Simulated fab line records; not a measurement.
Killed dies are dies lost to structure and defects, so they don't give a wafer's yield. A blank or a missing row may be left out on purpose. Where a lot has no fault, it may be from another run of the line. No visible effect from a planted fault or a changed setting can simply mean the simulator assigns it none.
fab line records -- flow nandHarc
record: lots: 12, wafers: 36, lastDay: 33
route steps=1302 shown P_ZERO_WELL@18 P_STI@83
lots that met no fault: taken from a fault-free run of the same line
startH: hours from the record's first day to the start of the lot's first wafer shown -- waitH: hours since the lot's step before -- " unchanged from the row above -- L1.1+2: several wafers, shown together as one row -- - either no value or no given start -- * or withheld: withheld -- < > ~ a bound
route shown NAME@n: a module of which the file shows steps, and the number in the route of the first -- usual: mean/standard deviation taken from wafers without a fault -- same: alike in all rows -- chamber/n: place in a boat -- sites: readings site by site -- _std_site: the standard deviation of these -- _edge_site: mean of outer sites minus mean of inner sites -- radiusMm: for every site, how far away it sits from the centre of the wafer -- mask NAME#n: copy n -- behind: the last tool/chamber to shape the wafer -- hold: what put the lot on hold/how long, in hours/how the hold closed -- device: the transistor (n, p or np) that didn't switch -- end of line: the same wafers' tests at the end of the route -- a step without rows: its recipe alone -- killed: not the wafer's yield, but the dies lost to structure and defects at the first sort -- map: per-die view of a wafer (x killed, . not killed, _ where there is no die)
set.NAME: setting as actually run; set.NAME@STEP: the setting as run at that earlier step -- model.NAME: the simulator's own value behind a step, which no gauge read
the route's steps for a sample of lots (tables are steps, rows are wafers)
services: from which hour (startH, from the record's first day; less than 0 if before it) a tool's chamber was out of use, for how many hours, and why
== steps ==
step: NHARC_P_ZERO_WELL_ETCH_62
recipe: targetDepthA: 130, timeS: 6.5, chf3FlowSccm: 50, arFlowSccm: 200, rfW: 500, biasW: 200, chemistry: CHF3/Ar
usual: drypumpMotorCurrentA: 5.9/0.37, oesProductAu: 0.955/0.018, rfVppV: 369.7/2.2, showerheadPlenumPTorr: 2.30/0.093, throttleValvePct: 20.216/0.0091
same: timeS: 6.5
lot.wafer,tool,chamber,startH,waitH,drypumpMotorCurrentA,oesProductAu,rfHoursCounterH,rfVppV,showerheadPlenumPTorr,throttleValvePct
L943.1,rieDiel-02,2,-,-,5.5,0.985,42,369.1,2.32,20.220
L943.6,rieDiel-02,0,-,-,5.6,0.938,-,372.8,2.38,20.222
L943.5,rieDiel-02,1,-,-,5.8,0.968,-,374.2,2.48,20.216
L944.1,rieDiel-02,0,-,-,5.6,0.921,39,370.4,2.38,20.229
L944.5,rieDiel-02,1,-,-,5.8,0.955,-,373.6,2.48,20.208
L944.6,rieDiel-02,2,-,-,5.5,0.951,-,370.7,2.32,20.210
L945.3,rieDiel-11,2,-,-,5.7,0.974,39,368.4,2.23,20.222
L945.5,rieDiel-11,0,-,-,5.8,0.966,-,372.4,2.41,20.206
L945.6,rieDiel-11,1,-,-,5.5,0.988,-,370.6,2.37,20.217
L947.1,rieDiel-03,1,-,-,6.0,0.966,48,367.8,2.26,20.212
L947.4,rieDiel-03,2,-,-,6.7,0.978,36,368.5,2.19,20.222
L947.5,rieDiel-03,2,-,-,6.7,0.968,-,367.4,2.19,20.216
L948.2,rieDiel-11,3,-,-,6.5,0.963,51,366.7,2.20,20.213
L948.1,rieDiel-11,1,-,-,5.5,0.983,54,371.7,2.36,20.215
L948.5,rieDiel-11,0,-,-,5.8,0.971,-,372.3,2.40,20.221
L951.4,rieDiel-02,2,-,-,5.5,0.961,16,369.4,2.31,20.204
L951.5,rieDiel-02,2,-,-,5.6,0.944,-,368.8,2.31,20.220
L951.6,rieDiel-02,3,-,-,5.8,0.962,-,367.0,2.17,20.219
L953.2,rieDiel-11,0,-,-,5.8,0.955,11,371.9,2.40,20.218
L953.3,rieDiel-11,1,-,-,5.5,0.968,13,370.3,2.36,20.218
L953.6,rieDiel-11,1,-,-,5.5,0.972,-,372.2,2.36,20.231
L956.4,rieDiel-11,0,-,-,5.8,0.954,21,371.0,2.39,20.214
L956.3,rieDiel-11,2,-,-,5.7,0.968,23,368.6,2.22,20.205
L956.5,rieDiel-11,3,-,-,6.5,0.932,-,366.8,2.19,20.219
L963.4,rieDiel-03,3,-,-,6.3,0.974,32,370.2,2.32,20.211
L963.5,rieDiel-03,0,-,-,6.3,0.969,-,369.7,2.27,20.229
L963.6,rieDiel-03,1,-,-,6.0,0.977,-,368.5,2.25,20.212
L964.1,rieDiel-11,2,-,-,5.6,0.982,53,367.1,2.21,20.220
L964.4,rieDiel-11,3,-,-,6.5,0.953,49,367.7,2.18,20.220
L964.2,rieDiel-11,1,-,-,5.5,0.983,47,370.2,2.34,20.214
L965.3,rieDiel-02,0,-,-,5.6,0.957,4,372.4,2.36,20.213
L965.4,rieDiel-02,1,-,-,5.8,0.952,3,374.3,2.46,20.213
L965.5,rieDiel-02,1,-,-,5.7,0.962,-,374.1,2.46,20.210
L966.4,rieDiel-03,2,-,-,6.7,0.928,44,367.0,2.17,20.229
L966.6,rieDiel-03,1,-,-,6.0,0.932,-,368.1,2.24,20.214
L966.5,rieDiel-03,2,-,-,6.7,0.939,-,367.3,2.17,20.198
step: NHARC_P_ZERO_WELL_EXPOSE_21
recipe: na: 0.6, targetCdNm: 720, doseMj: 22.31, maskId: P_NWELL
lot.wafer,tool,chamber,startH,waitH,mask
L943.1+5+6,krfScanner-02,0,22.30,-,P_NWELL#0
L944.1+5+6,krfScanner-03,0,32.62,-,P_NWELL#0
L945.3+5+6,krfScanner-03,0,42.31,-,P_NWELL#0
L947.1+4+5,krfScanner-02,0,62.42,-,P_NWELL#0
L948.1+2+5,krfScanner-03,0,72.42,-,P_NWELL#0
L951.4+5+6,krfScanner-03,0,102.20,-,P_NWELL#0
L953.2+3+6,krfScanner-03,0,122.18,-,P_NWELL#0
L956.3+4+5,krfScanner-03,0,153.05,-,P_NWELL#0
L963.4+5+6,krfScanner-03,0,222.44,-,P_NWELL#0
L964.1+2+4,krfScanner-02,0,232.64,-,P_NWELL#0
L965.3+4+5,krfScanner-04,0,242.56,-,P_NWELL#0
L966.4+5+6,krfScanner-03,0,252.47,-,P_NWELL#0
step: NHARC_P_ZERO_WELL_CD_MEAS_24
recipe: targetCdNm: 720, landingEnergyEv: 500
usual: cdNm: 719.3/1.7
lot.wafer,tool,chamber,startH,waitH,cdNm
L943.1,cdSem-02,0,22.46,-,717.4
L943.5,cdSem-02,0,22.46,-,722.1
L943.6,cdSem-02,0,22.46,-,718.2
L944.1,cdSem-03,0,32.77,-,720.5
L944.5,cdSem-03,0,32.77,-,719.2
L944.6,cdSem-03,0,32.77,-,718.6
L945.3,cdSem-03,0,42.45,-,720.2
L945.5,cdSem-03,0,42.45,-,721.0
L945.6,cdSem-03,0,42.45,-,718.5
L947.1,cdSem-02,0,62.58,-,719.5
L947.4,cdSem-02,0,62.58,-,720.9
L947.5,cdSem-02,0,62.58,-,717.1
L948.1,cdSem-02,0,72.58,-,720.6
L948.2,cdSem-02,0,72.58,-,720.2
L948.5,cdSem-02,0,72.58,-,717.5
L951.4,cdSem-03,0,102.34,-,721.1
L951.5,cdSem-03,0,102.34,-,721.2
L951.6,cdSem-03,0,102.34,-,720.6
L953.2,cdSem-01,0,122.33,-,719.2
L953.3,cdSem-01,0,122.33,-,722.0
L953.6,cdSem-01,0,122.33,-,730.3
L956.3,cdSem-03,0,153.20,-,718.4
L956.4,cdSem-03,0,153.20,-,728.8
L956.5,cdSem-03,0,153.20,-,730.3
L963.4,cdSem-02,0,222.58,-,716.8
L963.5,cdSem-02,0,222.58,-,718.6
L963.6,cdSem-02,0,222.58,-,717.2
L964.1,cdSem-03,0,232.80,-,722.4
L964.2,cdSem-03,0,232.80,-,718.5
L964.4,cdSem-03,0,232.80,-,720.6
L965.3,cdSem-02,0,242.71,-,717.8
L965.4,cdSem-02,0,242.71,-,721.8
L965.5,cdSem-02,0,242.71,-,718.2
L966.4,cdSem-02,0,252.61,-,717.1
L966.5,cdSem-02,0,252.61,-,716.6
L966.6,cdSem-02,0,252.61,-,719.1
step: NHARC_P_STI_CD_MEAS_09
recipe: targetCdNm: 200, landingEnergyEv: 500
usual: cdNm: 199.2/2
lot.wafer,tool,chamber,startH,waitH,cdNm
L943.1,cdSem-01,0,50.24,-,196.7
L943.5,cdSem-01,0,50.24,-,200.1
L943.6,cdSem-01,0,50.24,-,202.0
L945.3,cdSem-01,0,60.63,-,200.3
L945.5,cdSem-01,0,60.63,-,196.5
L945.6,cdSem-01,0,60.63,-,197.3
L944.1,cdSem-03,0,60.79,-,197.1
L944.5,cdSem-03,0,60.79,-,198.1
L944.6,cdSem-03,0,60.79,-,199.5
L947.1,cdSem-01,0,83.37,-,199.2
L947.4,cdSem-01,0,83.37,-,199.0
L947.5,cdSem-01,0,83.37,-,195.7
L948.1,cdSem-02,0,92.17,-,196.9
L948.2,cdSem-02,0,92.17,-,197.7
L948.5,cdSem-02,0,92.17,-,196.9
L951.4,cdSem-03,0,123.80,-,196.1
L951.5,cdSem-03,0,123.80,-,199.6
L951.6,cdSem-03,0,123.80,-,194.6
L953.2,cdSem-02,0,146.44,-,201.8
L953.3,cdSem-02,0,146.44,-,199.0
L953.6,cdSem-02,0,146.44,-,200.0
L956.3,cdSem-01,0,174.89,-,197.2
L956.4,cdSem-01,0,174.89,-,198.9
L956.5,cdSem-01,0,174.89,-,196.8
L963.4,cdSem-03,0,245.00,-,200.6
L963.5,cdSem-03,0,245.00,-,199.5
L963.6,cdSem-03,0,245.00,-,199.7
L964.1,cdSem-02,0,254.16,-,197.7
L964.2,cdSem-02,0,254.16,-,202.1
L964.4,cdSem-02,0,254.16,-,198.7
L965.3,cdSem-02,0,265.35,-,199.5
L965.4,cdSem-02,0,265.35,-,198.1
L965.5,cdSem-02,0,265.35,-,198.1
L966.4,cdSem-02,0,273.11,-,199.0
L966.5,cdSem-02,0,273.11,-,202.4
L966.6,cdSem-02,0,273.11,-,201.2
step: NHARC_P_STI_ETCH_42
recipe: targetDepthA: 800, overetchA: 240, timeS: 61, ionEnergyEv: 200, n2FlowSccm: 150, h2FlowSccm: 150, arFlowSccm: 0, rfW: 400, biasW: 150, chemistry: N2/H2
usual: drypumpMotorCurrentA: 5.8/0.49, oesProductAu: 0.999/0.008, rfVppV: 430.4/2.3, showerheadPlenumPTorr: 2.03/0.077, throttleValvePct: 14.170/0.0094
same: timeS: 61
lot.wafer,tool,chamber,startH,waitH,drypumpMotorCurrentA,oesProductAu,rfHoursCounterH,rfVppV,showerheadPlenumPTorr,throttleValvePct
L943.1,rieDiel-01,0,50.62,0.1,5.8,0.987,1,427.1,1.97,14.163
L943.5,rieDiel-01,1,50.62,0.1,6.5,0.993,-,428.8,1.99,14.180
L943.6,rieDiel-01,2,50.62,0.1,4.9,1.000,-,429.0,1.98,14.182
L945.3,rieDiel-01,1,60.98,0.1,6.5,0.997,2,430.6,1.99,14.169
L945.6,rieDiel-01,3,60.98,0.1,6.2,0.985,-,432.0,2.16,14.169
L945.5,rieDiel-01,0,60.98,0.1,5.8,1.001,-,429.7,1.97,14.158
L944.1,rieDiel-06,2,61.15,0.1,5.7,0.991,8,429.5,2.04,14.165
L944.5,rieDiel-06,3,61.15,0.1,5.9,0.996,-,431.5,2.06,14.178
L944.6,rieDiel-06,0,61.15,0.1,6.2,1.000,-,432.4,2.08,14.171
L947.4,rieDiel-07,0,83.73,0.1,5.9,0.992,5,430.2,2.00,14.174
L947.1,rieDiel-07,1,83.73,0.1,6.5,0.986,7,427.6,1.96,14.156
L947.5,rieDiel-07,2,83.73,0.1,5.6,1.000,-,426.2,1.94,14.161
L948.1,rieDiel-07,1,92.52,0.1,6.5,0.996,7,428.6,1.96,14.182
L948.2,rieDiel-07,3,92.52,0.1,5.3,1.012,6,433.9,2.20,14.168
L948.5,rieDiel-07,1,92.52,0.1,6.5,0.998,-,429.2,1.96,14.179
L951.4,rieDiel-01,0,124.13,0.1,5.8,0.990,6,429.5,1.97,14.173
L951.5,rieDiel-01,0,124.13,0.1,5.8,0.995,-,428.2,1.97,14.173
L951.6,rieDiel-01,1,124.13,0.1,6.5,1.002,-,429.2,1.99,14.174
L953.2,rieDiel-07,3,146.78,0.1,5.3,1.009,1,435.6,2.19,14.177
L953.3,rieDiel-07,1,146.78,0.1,6.5,1.013,1,427.8,1.96,14.178
L953.6,rieDiel-07,3,146.78,0.1,5.3,1.014,-,434.6,2.19,14.190
L956.3,rieDiel-01,0,175.24,0.1,5.8,1.000,9,430.8,1.97,14.177
L956.4,rieDiel-01,1,175.24,0.1,6.5,0.991,10,428.5,1.99,14.167
L956.5,rieDiel-01,3,175.24,0.1,6.2,1.008,-,433.2,2.15,14.173
L963.4,rieDiel-01,2,245.34,0.1,4.9,0.993,2,428.7,1.98,14.178
L963.5,rieDiel-01,2,245.34,0.1,4.9,0.999,-,428.0,1.98,14.189
L963.6,rieDiel-01,3,245.34,0.1,6.2,1.013,-,432.2,2.15,14.158
L964.2,rieDiel-01,2,254.51,0.1,4.9,1.006,3,428.5,1.98,14.169
L964.4,rieDiel-01,3,254.51,0.1,6.2,1.016,2,432.4,2.15,14.179
L964.1,rieDiel-01,0,254.51,0.1,5.8,1.006,3,427.5,1.97,14.174
L965.4,rieDiel-01,2,265.70,0.1,4.9,1.000,3,427.6,1.98,14.167
L965.3,rieDiel-01,3,265.70,0.1,6.2,0.999,2,433.0,2.15,14.171
L965.5,rieDiel-01,2,265.70,0.1,4.9,0.998,-,427.9,1.98,14.171
L966.4,rieDiel-07,2,273.45,0.1,5.6,0.996,9,426.8,1.94,14.179
L966.6,rieDiel-07,2,273.45,0.1,5.6,1.005,-,426.7,1.94,14.174
L966.5,rieDiel-07,3,273.45,0.1,5.3,0.997,-,434.7,2.19,14.168
== services ==
tool,chamber,startH,hours,kind
rieDiel-07,3,16.43,12.0,repair
rieDiel-02,1,22.57,4.8,repair
rieDiel-01,-,26.89,9.0,pm
rieDiel-07,0,33.50,22.8,repair
rieDiel-02,-,39.79,9.0,pm
rieDiel-01,3,43.12,12.7,repair
rieDiel-11,3,44.46,12.8,repair
krfScanner-03,-,52.03,4.0,pm
rieDiel-11,-,78.53,9.0,pm
rieDiel-01,-,104.81,0.3,repair
rieDiel-01,-,122.25,0.5,repair
krfScanner-03,-,127.58,0.2,repair
rieDiel-01,0,162.18,6.3,repair
rieDiel-11,3,177.90,8.7,repair
krfScanner-03,-,196.19,1.0,repair
rieDiel-11,1,198.54,4.5,repair
rieDiel-01,-,204.04,9.0,pm
rieDiel-01,3,213.61,21.9,repair
krfScanner-03,-,224.03,4.0,pm
krfScanner-03,-,242.77,1.5,repair
rieDiel-11,3,255.28,5.4,repair
rieDiel-11,-,255.53,9.0,pm
rieDiel-11,0,271.41,8.5,repair
rieDiel-11,1,273.07,9.4,repair
== key ==
firstSign: step: NHARC_P_ZERO_WELL_CD_MEAS_24, reading: cdNm, direction: up, sigmas: 6.2, usual: 719.3, struck: 729.8
effect none on later readings
metAt NHARC_P_ZERO_WELL_EXPOSE_21
struckLots L953,L956
struckWafers L953.6,L956.4,L956.5
testerLeftOut L953,L956
notActingAt NHARC_P_ZERO_WELL_ETCH_62,NHARC_P_STI_CD_MEAS_09,NHARC_P_STI_ETCH_42
onsetBetween 102.20 122.18
fault: kind: processParameterDrift, tool: krfScanner-03, chamber: -, onsetH: 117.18, steps: NHARC_P_ZERO_WELL_EXPOSE_21, channel: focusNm, offset: 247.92, shape: step, endH: 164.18, scope: struckWafersOnly
testerLeftOut: of these lots the tester's yield and bins aren't shown, on N5 and GAA mostly nor the transistor test; their killed dies are dies lost to structure and defects alone, not to doping, threshold or leakage, so they don't give the yield
